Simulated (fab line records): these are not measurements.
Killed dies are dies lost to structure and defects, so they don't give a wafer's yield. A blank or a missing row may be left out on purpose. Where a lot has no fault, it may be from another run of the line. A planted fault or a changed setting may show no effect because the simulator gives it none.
Matching of chambers :: flow n5-finfet :: N5_BEOL_M1_ILD_DEP_00 on pecvd-03 has 3 sister chambers
The step deposits SiOC from DEMS/O2, target thk 79 nm, time 15.3 s. 3 wafers are shown with their chamber, then 12 later ones without.

WAFERS, EACH WITH ITS CHAMBER
wafer: L086.6
chamber: 1
heater-power-w (W): 388

wafer: L087.4
chamber: 0
heater-power-w (W): 410

wafer: L087.5
chamber: 2
heater-power-w (W): 473

WAFERS WHOSE CHAMBER IS MISSING
wafer: L090.1
heater-power-w (W): 470

wafer: L090.5
heater-power-w (W): 488

wafer: L090.6
heater-power-w (W): 487

wafer: L093.1
heater-power-w (W): 412

wafer: L093.3
heater-power-w (W): 418

wafer: L093.6
heater-power-w (W): 422

wafer: L094.2
heater-power-w (W): 485

wafer: L094.4
heater-power-w (W): 498

wafer: L094.5
heater-power-w (W): 485

wafer: L096.2
heater-power-w (W): 479

wafer: L096.4
heater-power-w (W): 446

wafer: L096.6
heater-power-w (W): 477

CHAMBER TAKEN BY EACH
wafer: L090.1
from the rows above: 2
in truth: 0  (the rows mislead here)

wafer: L090.5
from the rows above: 2
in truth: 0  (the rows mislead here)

wafer: L090.6
from the rows above: 2
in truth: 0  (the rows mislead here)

wafer: L093.1
from the rows above: can't be placed: 0 or 1
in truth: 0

wafer: L093.3
from the rows above: can't be placed: 0 or 1
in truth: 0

wafer: L093.6
from the rows above: can't be placed: 0 or 1
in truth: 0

wafer: L094.2
from the rows above: 2
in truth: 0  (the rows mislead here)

wafer: L094.4
from the rows above: 2
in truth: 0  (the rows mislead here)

wafer: L094.5
from the rows above: 2
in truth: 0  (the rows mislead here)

wafer: L096.2
from the rows above: 2
in truth: 2

wafer: L096.4
from the rows above: can't be placed: 2 or 0
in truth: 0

wafer: L096.6
from the rows above: 2
in truth: 2
Placed correctly: 2 of 12. These rows do not allow placing 4 (true chamber among the candidates in 4). Placed wrongly: 6.
How it was worked out, from the rows above alone: a wafer's distance from a chamber is the root of the sum, over the readings, of the square of ((its reading less the chamber's mean) divided by the reading's scatter). The wafer belongs to the nearest chamber; if the next one is less than 2 further off, it can't be placed. Each chamber's mean is taken over the wafers shown for it. The scatter: root of mean squared gap, hidden wafer to nearest shown wafer, with one shown wafer a chamber.
